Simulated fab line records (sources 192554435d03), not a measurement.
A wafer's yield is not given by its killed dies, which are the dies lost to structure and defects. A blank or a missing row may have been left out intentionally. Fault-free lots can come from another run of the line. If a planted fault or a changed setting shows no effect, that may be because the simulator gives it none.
fab line records	flow n5-finfet
[record] lots = 12	wafers = 36	last-day = 17
route steps=1938 shown STI_FIN_REVEAL@189 DUMMY_GATE@224 PASSIVATION@1936
lots that met no fault: from a run of the same line without faults
start-h: hours from the record's first day to the start of the lot's first wafer shown	wait-h: hours elapsed since this lot's preceding step	" repeats the value in the row above	L1.1+2: a single row standing in for several wafers	- no value present, or no start provided	* or withheld: withheld	< > ~ a bound
route shown NAME@n: a module of which the file shows steps, and the number in the route of the first	usual: mean and standard deviation over wafers with no fault	same: alike in all rows	chamber/n: place in a boat	sites: readings site by site	_std_site: standard deviation across them	_edge_site: outer sites' mean less inner sites'	radius-mm: for every site, how far away it sits from the centre of the wafer	mask NAME#n: copy n	behind: the last tool/chamber to shape the wafer	hold: the reason the lot was held/the length of the hold in hours/how it ended	device: names the non-switching transistor (n, p or np)	end of line: the tests these same wafers got at the end of their route	for a step that has no rows: nothing shown but its recipe	killed: at the first sort, the dies lost to defects and structure; wafer yield is something else	map: dies across one wafer; x = killed, . = not, _ = none there
set.NAME: setting as actually run; set.NAME@STEP: the setting as run at that earlier step	model.NAME: the simulator's own value behind a step, which no gauge read
route steps across a sampled set of lots; one table per step, one row per wafer
services: from which hour (start-h, from the record's first day; less than 0 if before it) a tool's chamber was out of use, for how many hours, and why
[[steps]]
[step N5_STI_FIN_REVEAL_DENSIFY_30]
[recipe] temp-c = *	time-s = *	ambient = N2	idle-temp-c = 600	ramp-up-c-per-s = 150	ramp-down-c-per-s = 60	cool-to-c = 600
[usual] lamp-power-pct = 11.54/0.05	lamp_zone_1_pct = 11.527/0.019	wafer_temp_C_max = *
[same] time-s = *
lot.wafer	tool	chamber	start-h	wait-h	lamp-power-pct	lamp_zone_1_pct	wafer_temp_C_max
L807.2	rtp-anneal-01	0	40.64	0.1	11.54	11.532	*
L807.5	"	0	"	"	11.48	11.539	*
L807.6	"	0	"	"	11.54	11.537	*
L808.1	rtp-anneal-01	0	46.52	0.1	11.57	11.517	*
L808.4	"	0	"	"	11.50	11.504	*
L808.6	"	0	"	"	11.56	11.571	*
L814.2	rtp-anneal-02	0	85.63	0.4	11.44	11.513	*
L814.4	"	0	"	"	11.62	11.530	*
L814.6	"	0	"	"	11.54	11.522	*
L815.1	rtp-anneal-02	0	88.18	0.0	11.58	11.557	*
L815.5	"	0	"	"	11.47	11.540	*
L815.6	"	0	"	"	11.60	11.522	*
L816.3	rtp-anneal-01	0	94.96	0.1	11.57	11.526	*
L816.4	"	0	"	"	11.50	11.538	*
L816.5	"	0	"	"	11.61	11.557	*
L817.1	rtp-anneal-01	0	100.06	0.0	11.54	11.511	*
L817.4	"	0	"	"	11.60	11.524	*
L817.5	"	0	"	"	11.59	11.542	*
L819.3	rtp-anneal-02	0	113.06	0.1	11.64	11.531	*
L819.4	"	0	"	"	11.54	11.505	*
L819.6	"	0	"	"	11.61	11.496	*
L820.2	rtp-anneal-01	0	118.46	0.1	11.57	11.521	*
L820.3	"	0	"	"	11.50	11.530	*
L820.5	"	0	"	"	11.54	11.508	*
L821.1	rtp-anneal-02	0	125.17	0.0	11.46	11.513	*
L821.2	"	0	"	"	11.51	11.561	*
L821.4	"	0	"	"	11.54	11.529	*
L823.1	rtp-anneal-01	0	137.93	0.1	11.51	11.540	*
L823.3	"	0	"	"	11.59	11.536	*
L823.4	"	0	"	"	11.55	11.523	*
L826.1	rtp-anneal-02	0	154.97	0.3	11.53	11.552	*
L826.4	"	0	"	"	11.59	11.498	*
L826.6	"	0	"	"	11.51	11.510	*
L828.2	rtp-anneal-01	0	165.29	0.1	11.53	11.513	*
L828.3	"	0	"	"	11.46	11.548	*
L828.4	"	0	"	"	11.48	11.530	*
[step N5_STI_FIN_REVEAL_ETCHBACK_08]
[recipe] chemistry = C4F6/O2	target = SiO2	target-depth-a = 305	time-s = 10.167	ion-energy-ev = 250	pressure-mtorr = 30	source-w = 345	bias-w = 185	Ar_flow_sccm = 300	C4F6_flow_sccm = 10	O2_flow_sccm = 10
[usual] bias-w = 185.0/0.52	drypump-motor-current-A = 5.8/0.41	oes_ar_750_au = 0.79/0.095	oes-product-au = 0.79/0.097	rf-vpp-V = 661/11	showerhead-plenum-p-Torr = 2.88/0.07	throttle-valve-pct = 21.27/0.22
[same] time-s = 10.167
lot.wafer	tool	chamber	start-h	wait-h	bias-w	drypump-motor-current-A	oes_ar_750_au	oes-product-au	rf-hours-counter-h	rf-vpp-V	showerhead-plenum-p-Torr	throttle-valve-pct
L807.2	rie-diel-03	3	40.97	0.3	184.9	5.7	0.75	0.74	209	649	2.80	21.00
L807.5	"	0	"	"	184.3	5.9	0.69	0.69	-	674	2.92	21.55
L807.6	"	3	"	"	184.9	5.7	0.75	0.74	-	651	2.80	20.98
L808.1	rie-diel-01	2	46.75	0.2	184.1	5.3	0.74	0.73	192	645	2.83	21.34
L808.4	"	0	"	"	184.8	6.7	0.73	0.71	207	653	2.93	21.32
L808.6	"	2	"	"	185.0	5.3	0.75	0.74	-	646	2.83	21.34
L814.2	rie-diel-01	3	85.85	0.2	184.7	5.5	0.73	0.73	190	661	2.83	21.27
L814.4	"	2	"	"	185.1	5.3	0.75	0.73	204	645	2.83	21.36
L814.6	"	2	"	"	185.2	5.3	0.74	0.73	-	645	2.83	21.37
L815.1	rie-diel-01	2	88.39	0.2	185.0	5.3	0.74	0.73	205	645	2.82	21.35
L815.5	"	3	"	"	185.3	5.5	0.73	0.74	-	661	2.83	21.27
L815.6	"	2	"	"	184.8	5.3	0.74	0.73	-	644	2.82	21.36
L816.3	rie-diel-03	3	95.13	0.1	185.3	5.7	0.74	0.72	229	649	2.79	21.04
L816.4	"	3	"	"	184.4	5.7	0.74	0.71	-	649	2.79	21.02
L816.5	"	0	"	"	184.3	5.8	0.68	0.68	-	674	2.91	21.59
L817.1	rie-diel-06	3	100.27	0.2	185.9	5.7	0.79	0.79	149	654	2.83	21.47
L817.4	"	1	"	"	184.6	6.0	0.96	0.97	7	671	3.05	20.99
L817.5	"	0	"	"	185.0	5.1	0.82	0.81	-	683	3.00	21.25
L819.3	rie-diel-06	1	113.21	0.1	185.1	6.1	0.94	0.94	12	670	3.05	21.00
L819.4	"	3	"	"	184.9	5.7	0.77	0.79	154	654	2.83	21.46
L819.6	"	1	"	"	184.9	6.0	0.94	0.94	-	670	3.05	21.00
L820.2	rie-diel-03	0	118.94	0.4	185.0	5.9	0.67	0.67	258	674	2.91	21.62
L820.3	"	3	"	"	185.8	5.7	0.73	0.72	239	648	2.79	21.03
L820.5	"	3	"	"	185.3	5.7	0.73	0.72	-	650	2.79	21.02
L821.1	rie-diel-01	1	125.40	0.2	184.4	6.4	0.89	0.89	49	670	2.90	20.82
L821.2	"	2	"	"	185.1	5.3	0.73	0.71	218	646	2.82	21.39
L821.4	"	3	"	"	185.0	5.5	0.72	0.72	204	660	2.82	21.28
L823.1	rie-diel-06	2	138.14	0.2	185.5	5.5	0.70	0.69	234	671	2.93	21.47
L823.3	"	3	"	"	185.2	5.6	0.77	0.77	-	652	2.82	21.46
L823.4	"	2	"	"	184.5	5.6	0.70	0.70	-	669	2.93	21.47
L826.1	rie-diel-03	1	155.18	0.2	183.5	6.0	0.89	0.88	35	655	2.81	21.29
L826.4	"	2	"	"	184.2	5.3	0.92	0.91	-	658	2.91	21.18
L826.6	"	0	"	"	184.3	5.9	0.94	0.96	-	675	2.91	21.24
L828.2	rie-diel-03	3	165.48	0.2	184.8	5.7	1.01	1.01	1	647	2.78	20.69
L828.3	"	1	"	"	186.2	6.0	0.88	0.87	39	652	2.81	21.29
L828.4	"	0	"	"	185.1	5.9	0.92	0.95	11	675	2.90	21.22
[step N5_DUMMY_GATE_COAT_28]
[recipe] resist = underlayer	temp-c = 205	time-s = 60	spin-rpm = 1500	resist-thk-nm = 10
[usual] exhaust-pa = 44.9/0.75	heater-power-total-W = 391.5/1.4	plate-temp-C = 204.98/0.16
[same] time-s = 60
lot.wafer	tool	chamber	start-h	wait-h	exhaust-pa	heater-power-total-W	plate-temp-C
L807.2	litho-track-05	0	52.25	-	44.6	390.5	205.10
L807.5	"	0	"	"	45.1	391.8	205.09
L807.6	"	0	"	"	44.6	393.7	205.20
L808.1	litho-track-04	0	58.65	-	44.8	390.8	204.88
L808.4	"	0	"	"	45.5	391.3	205.00
L808.6	"	0	"	"	45.3	392.4	205.09
L814.2	litho-track-05	0	97.20	-	44.5	389.9	204.96
L814.4	"	0	"	"	45.2	392.0	204.79
L814.6	"	0	"	"	44.6	392.9	204.90
L815.1	litho-track-02	0	100.97	-	44.4	390.5	204.79
L815.5	"	0	"	"	45.2	390.4	205.23
L815.6	"	0	"	"	44.3	390.5	204.97
L816.3	litho-track-02	0	107.22	-	45.4	391.5	204.98
L816.4	"	0	"	"	45.2	393.1	204.66
L816.5	"	0	"	"	44.5	391.0	204.91
L817.1	litho-track-02	0	111.51	-	45.5	400.3	209.18
L817.4	"	0	"	"	46.0	402.0	209.05
L817.5	"	0	"	"	45.8	400.5	208.94
L819.3	litho-track-02	0	125.43	-	46.8	401.6	209.17
L819.4	"	0	"	"	45.2	399.2	209.17
L819.6	"	0	"	"	45.1	403.1	209.40
L820.2	litho-track-02	0	133.27	-	45.9	399.3	209.01
L820.3	"	0	"	"	46.1	400.5	209.36
L820.5	"	0	"	"	46.0	399.3	209.07
L821.1	litho-track-02	0	137.29	-	45.3	399.8	209.09
L821.2	"	0	"	"	45.6	399.8	208.94
L821.4	"	0	"	"	44.5	399.3	209.02
L823.1	litho-track-05	0	151.43	-	46.0	392.6	204.83
L823.3	"	0	"	"	44.3	390.8	205.16
L823.4	"	0	"	"	45.3	393.2	205.03
L826.1	litho-track-05	0	166.70	-	45.4	392.0	205.12
L826.4	"	0	"	"	44.5	393.6	205.10
L826.6	"	0	"	"	45.2	393.8	204.76
L828.2	litho-track-05	0	176.84	-	44.2	393.2	204.99
L828.3	"	0	"	"	45.6	392.8	205.16
L828.4	"	0	"	"	44.7	390.8	204.92
[step N5_DUMMY_GATE_OVL_MEAS_16]
[recipe] points-per-wafer = 522
[usual] GATE_OVL = -0.1/0.79
lot.wafer	tool	chamber	start-h	wait-h	GATE_OVL[nm]
L807.2	overlay-02	0	52.56	0.0	-0.1
L807.5	"	0	"	"	-0.5
L807.6	"	0	"	"	0.4
L808.1	overlay-02	0	58.95	0.0	0.0
L808.4	"	0	"	"	-1.9
L808.6	"	0	"	"	0.0
L814.2	overlay-01	0	97.64	0.0	-0.7
L814.4	"	0	"	"	-0.3
L814.6	"	0	"	"	-0.4
L815.1	overlay-01	0	101.26	0.0	0.1
L815.5	"	0	"	"	1.3
L815.6	"	0	"	"	-0.2
L816.3	overlay-01	0	107.66	0.0	-0.4
L816.4	"	0	"	"	0.4
L816.5	"	0	"	"	0.2
L817.1	overlay-01	0	111.94	0.0	0.1
L817.4	"	0	"	"	-1.3
L817.5	"	0	"	"	-0.3
L819.3	overlay-01	0	125.74	0.0	-1.5
L819.4	"	0	"	"	0.0
L819.6	"	0	"	"	0.2
L820.2	overlay-02	0	133.57	0.0	1.4
L820.3	"	0	"	"	0.2
L820.5	"	0	"	"	0.6
L821.1	overlay-02	0	143.16	0.0	-0.4
L821.2	"	0	"	"	-0.9
L821.4	"	0	"	"	0.2
L823.1	overlay-01	0	151.85	0.0	-1.3
L823.3	"	0	"	"	0.8
L823.4	"	0	"	"	-0.2
L826.1	overlay-02	0	167.00	0.0	-0.9
L826.4	"	0	"	"	-0.6
L826.6	"	0	"	"	0.2
L828.2	overlay-02	0	177.14	0.0	-0.5
L828.3	"	0	"	"	-0.1
L828.4	"	0	"	"	-1.3
[step N5_PASSIVATION_PROBE_49]
[usual] defect-limited-yield = 91.6/1.6	killed_at_M0_to_M3 = 31/10	killed_at_M4_up = 14/6.3	killed-at-contacts = 12/6.1	killed-at-front-end = 39/12	killed-at-other = 3.7/2.8	killed-dies = 100/19	killed-open = 66/14	killed-short = 33/8.1	sort_bin_5_function = 5.0/1.1	sort_bin_6_memory = 3.2/0.66	sort-n-pass = 1080/18	sort-yield-pct = 91.6/1.6
[same] gross-dies = 1180	killed-at-back-side = 0	sort_bin_4_leakage[%] = 0	sort_bin_8_speed[%] = 0
lot.wafer	tool	chamber	start-h	wait-h	defect-limited-yield[%]	killed_at_M0_to_M3	killed_at_M4_up	killed-at-contacts	killed-at-front-end	killed-at-other	killed-dies	killed-open	killed-short	sort_bin_5_function[%]	sort_bin_6_memory[%]	sort-n-pass	sort-yield-pct[%]
L808.1	prober-01	-	264.07	0.0	93.1	28	10	12	28	4	82	47	34	4.4	2.2	1098	93.1
L808.4	prober-01	-	264.22	0.2	90.8	56	4	9	37	2	108	82	26	5.5	3.5	1072	90.8
L808.6	prober-01	-	264.32	0.3	90.7	39	17	13	34	7	110	74	34	5.8	3.1	1070	90.7
L817.1	prober-01	-	339.24	0.0	92.1	38	11	6	31	7	93	68	24	4.2	3.5	1087	92.1
L817.4	prober-01	-	339.39	0.2	93.1	32	15	4	29	2	82	59	23	4.5	2.0	1098	93.1
L817.5	prober-01	-	339.44	0.2	93.9	26	9	4	25	8	72	44	25	3.1	2.5	1108	93.9
L826.1	prober-02	-	404.40	0.0	92.7	21	18	4	39	4	86	60	25	4.7	2.4	1094	92.7
L826.4	prober-02	-	404.55	0.2	92.6	23	22	6	34	2	87	56	29	4.2	2.9	1093	92.6
L826.6	prober-02	-	404.65	0.3	93.0	25	17	13	27	1	83	51	32	4.6	2.2	1097	93.0
// killed by level:class
L808.1 BEOL_M0_SAQP:geometric-particle:short=8 MOL_CONTACT_COAG:geometric-particle:open=7 BEOL_M2:geometric-particle:open=6 GATE_CUT:geometric-particle:open=5 MOL_CONTACT_COAG:geometric-particle:short=5 DUMMY_GATE:geometric-particle:open=4 BEOL_M0:geometric-particle:open=4 FIN_SAQP:geometric-particle:open=3
L808.4 BEOL_M0_SAQP:geometric-particle:open=14 FIN_SAQP:geometric-particle:open=11 BEOL_M2:geometric-particle:open=11 BEOL_M0_SAQP:geometric-particle:short=10 DUMMY_GATE:geometric-particle:open=8 MOL_CONTACT_COAG:geometric-particle:open=8 BEOL_M3:geometric-particle:open=7 BEOL_M1:geometric-particle:open=6
L808.6 FIN_SAQP:geometric-particle:open=12 MOL_CONTACT_COAG:geometric-particle:open=10 BEOL_M2:geometric-particle:open=9 BEOL_M0_SAQP:geometric-particle:short=8 BEOL_M0_SAQP:geometric-particle:open=6 BEOL_M0:geometric-particle:open=5 FIN_SAQP:geometric-particle:short=4 STI_FIN_REVEAL:geometric-particle:open=4
L817.1 BEOL_M2:geometric-particle:open=14 BEOL_M3:geometric-particle:open=12 FIN_SAQP:geometric-particle:open=10 GATE_CUT:geometric-particle:short=6 BEOL_M4:geometric-particle:open=6 DUMMY_GATE:geometric-particle:open=4 MOL_CONTACT_COAG:geometric-particle:open=4 BEOL_M1:geometric-particle:open=3
L817.4 BEOL_M2:geometric-particle:open=9 FIN_SAQP:geometric-particle:open=8 BEOL_M3:geometric-particle:open=6 FIN_SAQP:geometric-particle:short=5 BEOL_M0_SAQP:geometric-particle:open=5 GATE_CUT:geometric-particle:short=4 BEOL_M1:geometric-particle:open=4 BEOL_M4:geometric-particle:open=4
L817.5 BEOL_M2:geometric-particle:open=7 FIN_SAQP:geometric-particle:short=5 GATE_CUT:geometric-particle:short=5 BEOL_M4:geometric-particle:open=5 BEOL_M0_SAQP:geometric-particle:open=4 BEOL_M0:geometric-particle:open=4 BEOL_M3:geometric-particle:open=4 GATE_CUT:geometric-particle:open=3
L826.1 FIN_SAQP:geometric-particle:open=8 BEOL_M1:geometric-particle:open=8 BEOL_M5:geometric-particle:open=7 FIN_SAQP:geometric-particle:short=5 GATE_CUT:geometric-particle:open=5 BEOL_M4:geometric-particle:open=5 MOL_CONTACT_COAG:geometric-particle:open=4 STARTING-WAFER:geometric-particle:open=4
L826.4 BEOL_M4:geometric-particle:open=10 FIN_SAQP:geometric-particle:open=8 BEOL_M5:geometric-particle:open=7 BEOL_M0_SAQP:geometric-particle:short=7 MOL_CONTACT_COAG:geometric-particle:open=6 BEOL_M1:geometric-particle:open=5 FIN_CUT:geometric-particle:short=4 STI_FIN_REVEAL:geometric-particle:open=4
L826.6 MOL_CONTACT_COAG:geometric-particle:open=10 BEOL_M0_SAQP:geometric-particle:short=7 BEOL_M1:geometric-particle:open=7 FIN_SAQP:geometric-particle:short=6 FIN_SAQP:geometric-particle:open=6 BEOL_M4:geometric-particle:open=6 BEOL_M5:geometric-particle:open=4 STI_FIN_REVEAL:geometric-particle:short=3
[[services]]
tool	chamber	start-h	hours	kind
rie-diel-03	1	18.59	3.5	repair
rie-diel-03	0	41.90	2.2	repair
rie-diel-03	1	57.16	-	clean
rie-diel-03	1	57.16	-	consumable-replace:focus-ring
rie-diel-03	1	57.16	23.2	scheduled-down
rie-diel-03	1	57.16	23.2	vent-cycle
litho-track-02	-	74.62	-	consumable-replace:filter
rie-diel-06	2	78.60	4.3	repair
rie-diel-01	3	80.46	4.2	repair
rtp-anneal-01	-	83.86	3.5	pm
rie-diel-03	2	91.31	7.1	repair
rie-diel-03	2	98.71	-	clean
rie-diel-03	2	98.71	-	consumable-replace:focus-ring
rie-diel-03	2	98.71	21.3	scheduled-down
rie-diel-03	2	98.71	21.3	vent-cycle
rie-diel-03	-	111.30	2.4	repair
rie-diel-03	0	120.24	-	clean
rie-diel-03	0	120.24	-	consumable-replace:focus-ring
rie-diel-03	0	120.24	20.2	scheduled-down
rie-diel-03	0	120.24	20.2	vent-cycle
rie-diel-06	1	132.23	6.0	repair
rie-diel-06	0	133.63	5.5	repair
rie-diel-06	-	139.31	0.5	repair
rie-diel-06	3	155.87	5.8	repair
[[key]]
[first-sign] step = N5_DUMMY_GATE_COAT_28	reading = plate-temp-C	direction = up	sigmas = 26	usual = *	struck = *
[effect] step = N5_DUMMY_GATE_COAT_28	reading = heater-power-total-W	direction = up	sigmas = 6.5	usual = *	struck = *
met-at N5_DUMMY_GATE_COAT_28
struck-lots L817,L819,L820,L821
rows-end L819.3,L819.4,L819.6,L821.1,L821.2,L821.4
not-acting-at N5_STI_FIN_REVEAL_DENSIFY_30,N5_STI_FIN_REVEAL_ETCHBACK_08,N5_DUMMY_GATE_OVL_MEAS_16
onset-between 107.22 111.51
[earlier-fault] kind = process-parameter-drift	tool = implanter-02	chamber = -	onset-h = 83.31	steps = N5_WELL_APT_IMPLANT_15	channel = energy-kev	offset = 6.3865	shape = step	acts-in = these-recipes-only	stated = 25
[fault] kind = process-parameter-drift	tool = litho-track-02	chamber = -	onset-h = 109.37	steps = N5_DUMMY_GATE_COAT_28	channel = temp-c	offset = *	shape = step	acts-in = *	stated = *
// rows-end: these wafers met a further fault down the route, and their rows from its step on are left out
